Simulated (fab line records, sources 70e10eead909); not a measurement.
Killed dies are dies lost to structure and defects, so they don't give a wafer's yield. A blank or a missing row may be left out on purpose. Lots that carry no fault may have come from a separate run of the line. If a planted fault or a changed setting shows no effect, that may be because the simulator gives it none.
fab line records | flow nand-harc
[record] lots = 12 | wafers = 36 | last-day = 32
route steps=1302 shown THIN_TSV@1250 END@1302
lots untouched by any fault: they come from a run of this same line in which no faults occurred
start-h: hours from the record's first day to the start of the lot's first wafer shown | wait-h: hours from the lot's prior step to this one | " as in the row above | L1.1+2: a row that stands for several wafers | - value missing, or start not given | * or withheld: withheld | < > ~ a bound
route shown NAME@n: names a module that has steps shown in the file, with the first one's number in the route | usual: mean/standard deviation taken from wafers without a fault | same: alike in all rows | chamber/n: place in a boat | sites: the reading at each site | _std_site: their standard deviation | _edge_site: mean of outer sites minus mean of inner sites | radius-mm: for every site, how far away it sits from the centre of the wafer | mask NAME#n: copy n | behind: the most recent tool/chamber to have shaped the wafer | hold: why the lot went on hold/how many hours it stayed there/how the hold came to an end | device: whichever transistor did not switch (one of n, p or np) | end of line: at the end of the route, the tests of the same wafers | for a step that has no rows: nothing shown but its recipe | killed: dies that structure and defects cost at the first sort, which is not the same as the wafer's yield | map: dies across one wafer; x = killed, . = not, _ = none there
set.NAME: the setting the step ran with; set.NAME@STEP: the setting that earlier step ran with | model.NAME: the simulator's own value behind a step, which no gauge read
one table for each step of the route and one row for each wafer, over a sample of lots
services: a tool's chamber out of use, with start hour (start-h, from the record's first day; less than 0 if before it), hours out, and reason
[[steps]]
[step NHARC_THIN_TSV_DEP_43]
[recipe] target-thk-a = 13285 | temp-c = withheld | pressure-torr = 6.5 | rf-w = 900 | teos-flow-sccm = 161.4 | flow-sccm = 2650 | target-thk-nm = 1328.5 | gas = O2 | material = SiO2
[usual] throttle-valve-pct = 16.2/0.43
lot.wafer | tool     | chamber | start-h | wait-h | throttle-valve-pct
L552.1    | pecvd-01 | 0       | 555.98  | -      | 15.6
L552.2    | "        | 1       | "       | "      | 16.1
L552.5    | "        | 1       | "       | "      | 15.9
L553.2    | pecvd-01 | 2       | 563.32  | -      | 16.3
L553.5    | "        | 0       | "       | "      | 15.8
L553.6    | "        | 1       | "       | "      | 16.1
L557.3    | pecvd-01 | 1       | 608.83  | -      | 16.1
L557.2    | "        | 0       | "       | "      | 15.9
L557.5    | "        | 2       | "       | "      | 16.5
L556.1    | pecvd-01 | 1       | 610.09  | -      | 16.1
L556.5    | "        | 0       | "       | "      | 16.2
L556.6    | "        | 1       | "       | "      | 16.1
L558.2    | pecvd-02 | 1       | 613.17  | -      | 15.4
L558.3    | "        | 2       | "       | "      | 15.4
L558.4    | "        | 1       | "       | "      | 15.6
L559.2    | pecvd-01 | 0       | 645.15  | -      | 15.8
L559.1    | "        | 1       | "       | "      | 16.1
L559.4    | "        | 1       | "       | "      | 16.3
L561.2    | pecvd-03 | 0       | 646.34  | -      | 16.0
L561.1    | "        | 1       | "       | "      | 16.3
L561.6    | "        | 1       | "       | "      | 16.1
L562.2    | pecvd-03 | 0       | 664.93  | -      | 16.2
L562.3    | "        | 2       | "       | "      | 16.0
L562.6    | "        | 0       | "       | "      | 16.1
L563.1    | pecvd-01 | 2       | 666.14  | -      | 16.7
L563.2    | "        | 0       | "       | "      | 15.9
L563.5    | "        | 1       | "       | "      | 16.3
L567.2    | pecvd-01 | 2       | 750.89  | -      | 16.7
L567.5    | "        | 0       | "       | "      | 16.0
L567.6    | "        | 2       | "       | "      | 16.7
L568.2    | pecvd-02 | 1       | 752.05  | -      | 15.8
L568.4    | "        | 0       | "       | "      | 16.4
L568.6    | "        | 1       | "       | "      | 15.8
L572.2    | pecvd-01 | 0       | 753.19  | -      | 16.2
L572.5    | "        | 0       | "       | "      | 16.0
L572.6    | "        | 1       | "       | "      | 16.5
[step NHARC_THIN_TSV_DESCUM_14]
[recipe] time-s = 3 | o2-flow-sccm = 200 | ar-flow-sccm = 0 | bias-power-w = 0 | chemistry = O2
[usual] drypump-motor-current-A = 5.9/0.61 | oes-product-au = 0.995/0.0086 | rf-vpp-V = 57.6/0.95 | showerhead-plenum-p-Torr = 1.92/0.075 | throttle-valve-pct = 11.310/0.0091
lot.wafer | tool        | chamber | start-h | wait-h | drypump-motor-current-A | oes-product-au | rf-hours-counter-h | rf-vpp-V | showerhead-plenum-p-Torr | throttle-valve-pct
L552.2    | rie-diel-09 | 3       | 556.95  | -      | 5.7                     | 0.990          | 2.5                | 56.9     | 1.87                     | 11.308
L552.1    | "           | 2       | "       | "      | 4.6                     | 0.995          | 2.7                | 58.6     | 2.03                     | 11.299
L552.5    | "           | 0       | "       | "      | 4.9                     | 1.007          | -                  | 57.5     | 2.00                     | 11.296
L553.2    | rie-diel-10 | 3       | 564.23  | -      | 6.2                     | 0.993          | 6.9                | 59.6     | 1.97                     | 11.319
L553.6    | "           | 2       | "       | "      | 6.1                     | 0.997          | -                  | 58.8     | 1.88                     | 11.301
L553.5    | "           | 3       | "       | "      | 6.2                     | 1.000          | -                  | 57.8     | 1.97                     | 11.303
L557.3    | rie-diel-10 | 0       | 609.71  | -      | 6.7                     | 0.995          | 0.0                | 58.3     | 1.93                     | 11.296
L557.2    | "           | 1       | "       | "      | 6.4                     | 1.003          | 0.1                | 56.8     | 1.86                     | 11.315
L557.5    | "           | 2       | "       | "      | 6.1                     | 0.982          | -                  | 57.8     | 1.88                     | 11.332
L556.1    | rie-diel-09 | 2       | 611.00  | -      | 4.6                     | 0.984          | 4.7                | 57.6     | 2.03                     | 11.308
L556.5    | "           | 1       | "       | "      | 5.5                     | 0.990          | -                  | 57.1     | 1.83                     | 11.305
L556.6    | "           | 0       | "       | "      | 5.0                     | 1.009          | -                  | 57.2     | 2.00                     | 11.311
L558.2    | rie-diel-10 | 2       | 614.11  | -      | 6.1                     | 0.989          | 0.6                | 56.1     | 1.88                     | 11.305
L558.3    | "           | 0       | "       | "      | 6.7                     | 0.993          | 0.6                | 58.4     | 1.93                     | 11.325
L558.4    | "           | 1       | "       | "      | 6.5                     | 1.012          | 0.7                | 56.1     | 1.86                     | 11.302
L559.1    | rie-diel-09 | 1       | 646.02  | -      | 5.5                     | 0.990          | 7.4                | 56.7     | 1.83                     | 11.322
L559.4    | "           | 2       | "       | "      | 4.6                     | 0.987          | 7.9                | 57.1     | 2.03                     | 11.313
L559.2    | "           | 3       | "       | "      | 5.6                     | 0.997          | 6.3                | 55.5     | 1.87                     | 11.305
L561.2    | rie-diel-11 | 0       | 647.21  | -      | 6.7                     | 0.993          | 1.5                | 60.3     | 2.04                     | 11.306
L561.1    | "           | 2       | "       | "      | 5.4                     | 1.006          | 1.8                | 57.7     | 1.87                     | 11.317
L561.6    | "           | 1       | "       | "      | 5.9                     | 0.991          | -                  | 56.4     | 1.82                     | 11.322
L562.2    | rie-diel-11 | 1       | 665.81  | -      | 5.9                     | 0.989          | 3.2                | 56.2     | 1.82                     | 11.309
L562.3    | "           | 2       | "       | "      | 5.5                     | 1.002          | 2.9                | 58.0     | 1.87                     | 11.316
L562.6    | "           | 1       | "       | "      | 5.9                     | 0.989          | -                  | 56.3     | 1.82                     | 11.299
L563.1    | rie-diel-10 | 1       | 667.00  | -      | 6.4                     | 0.998          | 4.1                | 57.7     | 1.86                     | 11.315
L563.2    | "           | 0       | "       | "      | 6.7                     | 0.994          | 4.6                | 58.6     | 1.93                     | 11.294
L563.5    | "           | 2       | "       | "      | 6.1                     | 0.984          | -                  | 57.2     | 1.88                     | 11.308
L567.2    | rie-diel-11 | 2       | 751.69  | -      | 5.5                     | 0.998          | 5.7                | 58.1     | 1.87                     | 11.302
L567.5    | "           | 3       | "       | "      | 6.4                     | 0.991          | -                  | 57.1     | 1.92                     | 11.301
L567.6    | "           | 0       | "       | "      | 6.6                     | 0.999          | -                  | 56.6     | 2.04                     | 11.309
L568.2    | rie-diel-09 | 3       | 752.95  | -      | 5.7                     | 0.979          | 4.4                | 57.5     | 1.87                     | 11.316
L568.4    | "           | 3       | "       | "      | 5.6                     | 0.979          | -                  | 55.5     | 1.87                     | 11.315
L568.6    | "           | 1       | "       | "      | 5.5                     | 0.988          | -                  | 57.3     | 1.82                     | 11.303
L572.2    | rie-diel-10 | 0       | 754.20  | -      | 6.7                     | 0.988          | 10.1               | 57.7     | 1.93                     | 11.328
L572.5    | "           | 2       | "       | "      | 6.1                     | 0.981          | -                  | 57.7     | 1.88                     | 11.316
L572.6    | "           | 3       | "       | "      | 6.2                     | 0.995          | -                  | 58.9     | 1.96                     | 11.307
[step NHARC_THIN_TSV_ETCH_44]
[recipe] target-depth-a = 15942 | time-s = 797.1 | cf4-flow-sccm = 150 | o2-flow-sccm = 10 | ar-flow-sccm = 0 | rf-w = 300 | bias-w = 800 | chemistry = CF4/O2
[usual] drypump-motor-current-A = 5.9/0.63 | oes-product-au = 0.996/0.0093 | rf-vpp-V = 794/4.1 | showerhead-plenum-p-Torr = 1.83/0.065 | throttle-valve-pct = 16.914/0.0098
lot.wafer | tool        | chamber | start-h | wait-h | drypump-motor-current-A | oes-product-au | rf-hours-counter-h | rf-vpp-V | showerhead-plenum-p-Torr | throttle-valve-pct
L552.2    | rie-diel-09 | 3       | 557.04  | 0.1    | 5.7                     | 0.986          | 2.6                | 792      | 1.79                     | 16.903
L552.1    | "           | 2       | "       | "      | 4.6                     | 0.987          | 2.8                | 800      | 1.94                     | 16.927
L552.5    | "           | 0       | "       | "      | 5.0                     | 0.999          | -                  | 800      | 1.91                     | 16.916
L553.2    | rie-diel-10 | 1       | 564.31  | 0.1    | 6.4                     | 0.989          | 7.2                | 792      | 1.79                     | 16.908
L553.6    | "           | 1       | "       | "      | 6.4                     | 0.992          | -                  | 791      | 1.79                     | 16.929
L553.5    | "           | 2       | "       | "      | 6.1                     | 1.004          | -                  | 793      | 1.80                     | 16.901
L557.3    | rie-diel-10 | 0       | 609.77  | 0.1    | 6.7                     | 0.987          | 0.1                | 796      | 1.85                     | 16.916
L557.2    | "           | 3       | "       | "      | 6.2                     | 0.990          | 0.1                | 797      | 1.88                     | 16.902
L557.5    | "           | 0       | "       | "      | 6.7                     | 0.989          | -                  | 796      | 1.85                     | 16.915
L556.1    | rie-diel-09 | 1       | 611.25  | 0.2    | 5.5                     | 0.992          | 4.4                | 788      | 1.76                     | 16.911
L556.6    | "           | 2       | "       | "      | 4.6                     | 0.985          | -                  | 801      | 1.94                     | 16.885
L556.5    | "           | 1       | "       | "      | 5.5                     | 0.990          | -                  | 790      | 1.76                     | 16.913
L558.2    | rie-diel-10 | 1       | 614.20  | 0.1    | 6.5                     | 1.008          | 0.8                | 790      | 1.78                     | 16.908
L558.3    | "           | 2       | "       | "      | 6.1                     | 0.997          | 0.7                | 793      | 1.80                     | 16.914
L558.4    | "           | 3       | "       | "      | 6.2                     | 0.999          | 0.6                | 797      | 1.88                     | 16.919
L559.1    | rie-diel-09 | 0       | 646.10  | 0.1    | 4.9                     | 1.020          | 8.5                | 799      | 1.91                     | 16.931
L559.4    | "           | 1       | "       | "      | 5.5                     | 0.990          | 7.5                | 789      | 1.76                     | 16.935
L559.2    | "           | 2       | "       | "      | 4.6                     | 0.988          | 8.0                | 800      | 1.94                     | 16.910
L561.2    | rie-diel-11 | 3       | 647.41  | 0.2    | 6.4                     | 1.005          | 1.6                | 794      | 1.83                     | 16.928
L561.1    | "           | 0       | "       | "      | 6.6                     | 1.004          | 1.6                | 801      | 1.95                     | 16.904
L561.6    | "           | 1       | "       | "      | 5.9                     | 0.992          | -                  | 790      | 1.75                     | 16.927
L562.3    | rie-diel-11 | 2       | 665.88  | 0.1    | 5.5                     | 1.006          | 3.0                | 792      | 1.80                     | 16.931
L562.2    | "           | 3       | "       | "      | 6.4                     | 1.003          | 2.6                | 796      | 1.84                     | 16.909
L562.6    | "           | 2       | "       | "      | 5.5                     | 1.000          | -                  | 792      | 1.79                     | 16.915
L563.2    | rie-diel-10 | 0       | 667.09  | 0.1    | 6.7                     | 0.991          | 4.7                | 795      | 1.85                     | 16.924
L563.1    | "           | 3       | "       | "      | 6.2                     | 0.997          | 4.8                | 797      | 1.88                     | 16.927
L563.5    | "           | 1       | "       | "      | 6.5                     | 1.002          | -                  | 792      | 1.78                     | 16.892
L567.2    | rie-diel-11 | 0       | 751.92  | 0.2    | 6.6                     | 0.995          | 5.0                | 801      | 1.95                     | 16.911
L567.6    | "           | 1       | "       | "      | 5.8                     | 0.984          | -                  | 788      | 1.75                     | 16.938
L567.5    | "           | 2       | "       | "      | 5.5                     | 0.981          | -                  | 793      | 1.79                     | 16.909
L568.2    | rie-diel-09 | 0       | 753.20  | 0.2    | 4.9                     | 1.004          | 4.4                | 798      | 1.91                     | 16.908
L568.4    | "           | 1       | "       | "      | 5.5                     | 0.994          | -                  | 791      | 1.75                     | 16.912
L568.6    | "           | 3       | "       | "      | 5.7                     | 0.983          | -                  | 791      | 1.79                     | 16.904
L572.2    | rie-diel-10 | 2       | 754.27  | 0.1    | 6.1                     | 0.992          | 7.9                | 792      | 1.80                     | 16.921
L572.5    | "           | 2       | "       | "      | 6.1                     | 0.982          | -                  | 792      | 1.80                     | 16.915
L572.6    | "           | 3       | "       | "      | 6.2                     | 0.999          | -                  | 797      | 1.88                     | 16.899
[step NHARC_THIN_TSV_CMP_21]
[recipe] t-overpolish-s = 30 | target-thk-nm = 2000
[usual] motor-current-A = 12.1/1.6 | overpolish-run-s = 29.999/0.0086 | slurry-flow-ml-min = 150.0/0.43
lot.wafer | tool   | chamber | start-h | wait-h | motor-current-A | overpolish-run-s | slurry-flow-ml-min
L552.1    | cmp-01 | 1       | 561.09  | -      | 14.7            | 29.991           | 150.0
L552.2    | "      | 2       | "       | "      | 10.3            | 30.004           | 149.9
L552.5    | "      | 1       | "       | "      | 14.2            | 29.998           | 149.8
L553.2    | cmp-03 | 0       | 568.49  | -      | 10.7            | 30.005           | 150.5
L553.5    | "      | 1       | "       | "      | 10.1            | 29.990           | 150.7
L553.6    | "      | 2       | "       | "      | 10.6            | 29.996           | 149.1
L557.2    | cmp-02 | 1       | 613.95  | -      | 12.1            | 30.009           | 149.7
L557.3    | "      | 2       | "       | "      | 11.7            | 29.986           | 150.2
L557.5    | "      | 1       | "       | "      | 12.0            | 30.000           | 149.4
L556.1    | cmp-02 | 3       | 615.36  | -      | 11.9            | 29.999           | 150.3
L556.6    | "      | 3       | "       | "      | 12.4            | 29.987           | 149.7
L556.5    | "      | 0       | "       | "      | 14.0            | 30.007           | 150.3
L558.4    | cmp-02 | 1       | 618.50  | -      | 12.1            | 30.008           | 149.6
L558.2    | "      | 3       | "       | "      | 11.8            | 29.990           | 149.7
L558.3    | "      | 0       | "       | "      | 12.9            | 29.997           | 150.4
L559.2    | cmp-01 | 2       | 650.15  | -      | 9.8             | 29.995           | 149.7
L559.1    | "      | 0       | "       | "      | 13.0            | 30.009           | 150.9
L559.4    | "      | 1       | "       | "      | 13.4            | 30.009           | 150.0
L561.1    | cmp-01 | 2       | 651.41  | -      | 10.4            | 29.987           | 150.2
L561.2    | "      | 3       | "       | "      | 14.3            | 29.997           | 149.5
L561.6    | "      | 3       | "       | "      | 14.8            | 30.005           | 149.5
L562.2    | cmp-01 | 0       | 669.95  | -      | 12.6            | 30.007           | 150.8
L562.3    | "      | 1       | "       | "      | 13.4            | 29.998           | 149.6
L562.6    | "      | 0       | "       | "      | 12.9            | 30.000           | 151.0
L563.1    | cmp-02 | 2       | 671.19  | -      | 10.9            | 29.994           | 150.2
L563.2    | "      | 0       | "       | "      | 13.7            | 30.002           | 150.2
L563.5    | "      | 2       | "       | "      | 11.5            | 30.009           | 149.8
L567.2    | cmp-02 | 0       | 755.87  | -      | 13.6            | 29.996           | 149.1
L567.5    | "      | 3       | "       | "      | 11.8            | 30.008           | 149.6
L567.6    | "      | 0       | "       | "      | 14.2            | 30.003           | 150.4
L568.4    | cmp-03 | 0       | 757.20  | -      | 10.9            | 30.012           | 149.8
L568.2    | "      | 1       | "       | "      | 11.1            | 30.005           | 149.3
L568.6    | "      | 1       | "       | "      | 10.8            | 30.017           | 150.2
L572.2    | cmp-03 | 3       | 758.34  | -      | 10.8            | 29.988           | 149.6
L572.6    | "      | 2       | "       | "      | 11.5            | 29.995           | 149.4
L572.5    | "      | 3       | "       | "      | 10.6            | 30.016           | 150.0
[step NHARC_END_SORT_01]
[recipe] temp-c = 25
[usual] defect-limited-yield = 91/3.5 | killed-at-array = 59/24 | killed-at-other = 0.7/1.2 | killed-at-periphery = 3.5/2.6 | killed-dies = 63/24 | killed-open = 3.2/2.1 | killed-short = 2.4/1.5
[same] gross-dies = 677
lot.wafer | tool      | chamber | start-h | wait-h | defect-limited-yield[%] | killed-at-array | killed-at-other | killed-at-periphery | killed-dies | killed-open | killed-short
L567.2    | prober-02 | 0       | 767.40  | 2.8    | 76                      | 65              | 95              | 2                   | 162         | 6           | 1
L567.5    | prober-02 | 0       | 769.80  | 3.7    | 76                      | 71              | 91              | 2                   | 164         | 3           | 0
L567.6    | prober-02 | 0       | 770.60  | 4.0    | 76                      | 73              | 88              | 3                   | 164         | 3           | 4
L572.2    | prober-01 | 0       | 775.17  | 2.8    | 84                      | 10              | 95              | 3                   | 108         | 0           | 2
L572.5    | prober-01 | 0       | 777.61  | 3.7    | 84                      | 17              | 91              | 0                   | 108         | 3           | 0
L572.6    | prober-01 | 0       | 778.42  | 4.1    | 83                      | 20              | 95              | 2                   | 117         | 1           | 2
// killed by level:class
L567.2 THIN_TSV:unspecified=95 A_CHANNEL_HOLE_D1:chamber-film-flake=29 A_CHANNEL_HOLE_D2:chamber-film-flake=22 A_CONTACT:chamber-film-flake=6 A_SLIT:chamber-film-flake=2 P_M2:geometric-particle:short=1 A_CHANNEL_HOLE_D1:geometric-particle:open=1 A_CHANNEL_FILL_D1:geometric-particle:open=1
L567.5 THIN_TSV:unspecified=91 A_CHANNEL_HOLE_D1:chamber-film-flake=37 A_CHANNEL_HOLE_D2:chamber-film-flake=23 A_CONTACT:chamber-film-flake=7 P_GATE:chamber-film-flake=2 A_ONON_D2:geometric-particle:open=1 A_WL_FILL:geometric-particle:open=1 A_CONTACT:geometric-particle:open=1
L567.6 THIN_TSV:unspecified=88 A_CHANNEL_HOLE_D1:chamber-film-flake=31 A_CHANNEL_HOLE_D2:chamber-film-flake=27 A_CONTACT:chamber-film-flake=6 A_SLIT:chamber-film-flake=3 A_M0:geometric-particle:open=2 P_GATE:chamber-film-flake=2 P_BONDPAD:geometric-particle:short=1
L572.2 THIN_TSV:unspecified=95 A_CHANNEL_HOLE_D1:unspecified=3 A_CONTACT:chamber-film-flake=3 P_CONTACT:geometric-particle:short=1 A_SGD_CUT:geometric-particle:short=1 P_STI:chamber-film-flake=1 P_M1:chamber-film-flake=1 A_ZERO_WELL:chamber-film-flake=1
L572.5 THIN_TSV:unspecified=91 A_SLIT:chamber-film-flake=3 A_CHANNEL_HOLE_D1:chamber-film-flake=2 A_STAIRCASE:chamber-film-flake=2 A_M1:chamber-film-flake=2 A_SOURCE_PLATE:geometric-particle:open=1 A_ONON_D2:geometric-particle:open=1 A_CHANNEL_HOLE_D2:geometric-particle:open=1
L572.6 THIN_TSV:unspecified=95 A_SLIT:chamber-film-flake=9 P_STI:chamber-film-flake=2 A_ZERO_WELL:chamber-film-flake=2 A_CHANNEL_HOLE_D2:chamber-film-flake=2 A_CONTACT:chamber-film-flake=2 A_M1:chamber-film-flake=2 A_CHANNEL_FILL_D1:geometric-particle:short=1
[[services]]
tool        | chamber | start-h | hours | kind
cmp-02      | -       | 533.89  | 4.0   | pm
cmp-02      | -       | 544.12  | 1.1   | repair
cmp-02      | -       | 561.45  | 2.2   | repair
rie-diel-09 | 1       | 561.67  | 5.5   | repair
cmp-02      | -       | 568.09  | 1.3   | repair
cmp-02      | -       | 577.78  | 2.5   | repair
rie-diel-09 | -       | 591.66  | 0.4   | repair
rie-diel-10 | -       | 596.54  | 9.0   | pm
rie-diel-09 | 3       | 604.89  | 21.3  | repair
rie-diel-11 | 1       | 606.28  | 1.9   | repair
rie-diel-11 | -       | 609.50  | 9.0   | pm
rie-diel-09 | 1       | 631.41  | 3.5   | repair
cmp-02      | -       | 631.89  | 4.0   | pm
rie-diel-10 | 0       | 636.92  | 3.0   | repair
rie-diel-09 | 3       | 650.43  | 4.0   | repair
pecvd-01    | -       | 673.22  | 13.0  | pm
cmp-02      | -       | 673.28  | 0.2   | repair
rie-diel-09 | -       | 674.10  | 9.0   | pm
rie-diel-11 | 0       | 680.00  | 9.6   | repair
rie-diel-09 | -       | 701.47  | 0.4   | repair
rie-diel-09 | 3       | 704.60  | 5.7   | repair
cmp-02      | -       | 729.89  | 4.0   | pm
rie-diel-11 | -       | 738.50  | 0.1   | repair
rie-diel-09 | 2       | 751.74  | 38.9  | repair
[[key]]
[first-sign] step = NHARC_END_SORT_01 | reading = killed-at-other | direction = up | sigmas = 76 | usual = 0.7 | struck = 92.5
[effect] step = NHARC_END_SORT_01 | reading = defect-limited-yield | direction = down | sigmas = 3.1 | usual = 91 | struck = 80
[more-kills-born-at] NHARC_THIN_TSV_DEP_43@pecvd-01 = 555
met-at NHARC_THIN_TSV_DEP_43
struck-lots L567,L572
not-acting-at NHARC_THIN_TSV_DESCUM_14,NHARC_THIN_TSV_ETCH_44,NHARC_THIN_TSV_CMP_21
onset-between 666.14 750.89
also-fits time
[fault] kind = chamber-particle-source | tool = pecvd-01 | chamber = - | onset-h = 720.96 | steps = NHARC_THIN_TSV_DEP_43 | rate-per-visit-cm2 = 1.2812 | end-h = 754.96
